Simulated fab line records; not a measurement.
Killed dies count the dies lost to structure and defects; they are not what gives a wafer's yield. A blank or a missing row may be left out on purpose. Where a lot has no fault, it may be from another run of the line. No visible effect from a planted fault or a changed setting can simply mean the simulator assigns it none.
A struck lot beside a sound one || flow n5 finfet || 17 steps out of a route of 1938
Sound: wafers L939.1, L939.4, L939.6. Struck: wafer L947.6 (left out: L947.1, a lot-mate that was not struck); the cause follows at the end.
Per side, at each step with rows, come the tool, then ch with its chambers, and then its first start. Under that, the readings that differ: sound wafers || struck wafers || difference of the means || sigmas: that difference in standard deviations of wafers without a fault.
alike: words and numbers the same on both sides, and readings whose means are apart by under 2 such deviations; not compared: readings that were withheld, readings missing a value for some wafer, numbers with overlapping values and no deviation given by the record, and bounds like >300 which may hide the same value.
Wherever a step has rows on one side only, a row that says differs or no value, or a row with sigmas, the two part there. When numbers do not overlap yet have no deviation, they are printed without sigmas and do not part them. Lack of a reading on every wafer of one side parts them only where that side has two or more wafers.

first, 4 steps without rows for these wafers: N5_BEOL_M11_HM_STRIP_39 (strips TiN in peroxide tin strip, target depth 25 nm, time 158 s); N5_BEOL_M11_SRD_40 (time 30 s); N5_BEOL_M11_PRECLEAN_42 (cleans in residue remover, time 60 s); N5_BEOL_M11_SRD_43 (time 30 s).
N5_BEOL_M11_CD_MEAS_35 targets a cd of 70 nm.
  sound on cd sem-03, day 12 20:27; struck on cd sem-03, day 14 12:53
  alike: cd nm
then, 1 step without rows for these wafers: N5_BEOL_M11_CURE_72 (cures SiCOH lowk, time 120 s).
N5_BEOL_M11_DEGAS_44: time 60 s.
  sound on pvd sputter-03, day 12 20:52; struck on pvd sputter-02, day 14 15:31
{"reading": "heater power w (W)", "sound": "336 268 265", "struck": 381, "difference": "+91", "sigmas": "+2"}
N5_BEOL_M11_PRE_CLEAN_45: time 30 s.
  sound on pvd sputter-03, day 12 20:54; struck on pvd sputter-02, day 14 16:51
  alike: heater power w
then, 1 step without rows for these wafers: N5_BEOL_M11_ALD_74 (deposits TaN, target thk 2 nm, pulse time 2 s, purge time 3 s).
N5_BEOL_M11_SURFACE_TREAT_76:
  sound on pvd sputter-02, day 12 21:19; struck on pvd sputter-01, day 14 17:13
  not compared: throttle valve pct
then, 1 step without rows for these wafers: N5_BEOL_M11_CVD_75 (deposits Co from CCTBA/H2, target thk 2 nm, time 138.9 s).
N5_BEOL_M11_SPUTTER_48: material Cu, target thk 12 nm, time 2 s.
  sound on pvd sputter-02, day 12 21:31; struck on pvd sputter-03, day 14 17:23
{"reading": "throttle valve pct (%)", "sound": "29.2 30.5 30.3", "struck": 28.6, "difference": -1.4, "sigmas": -2}
  alike: cathode dc power W
N5_BEOL_M11_ECD_50: material Cu, target thk 318 nm.
  sound on ecd cu-02 ch 0,1, day 12 21:37; struck on ecd cu-02 ch 0, day 14 17:30
{"reading": "model.Cu_of_BEOL_M11_ECD_50.thk nm (nm)", "sound": "318.6 316.6 317.2", "struck": 240.2, "difference": -77.3, "sigmas": ""}
N5_BEOL_M11_ANNEAL_51: time 90 s.
  sound on rtp anneal-02 ch 0, day 12 22:19; struck on rtp anneal-02 ch 0, day 14 17:37
  alike: wafer_temp_C_max
N5_BEOL_M11_CMP_52: polishes, stops on SiCOH lowk, t overpolish 7 s, target thk 140 nm.
  sound on cmp-02 ch 0,2,3, day 12 22:37; struck on cmp-03 ch 2, day 14 17:55
{"reading": "time to endpoint s (s)", "sound": "68 73 76", "struck": 47, "difference": -25, "sigmas": -7}
  alike: motor current A, platen rpm
  not compared: pad life wafers
N5_BEOL_M11_THK_MEAS_53: measures by xrf.
  sound on film metro-01, day 12 22:55; struck on film metro-01, day 14 18:12
  alike: M11_THK
N5_PASSIVATION_PROBE_49:
  rows exist in the record for the sound wafers here (prober-02, day 14 17:05), none for the struck ones

== WHERE THEY PART ==
Earliest at N5_BEOL_M11_DEGAS_44; latest, in this record, at N5_PASSIVATION_PROBE_49.

WHY: the cause the simulator had injected
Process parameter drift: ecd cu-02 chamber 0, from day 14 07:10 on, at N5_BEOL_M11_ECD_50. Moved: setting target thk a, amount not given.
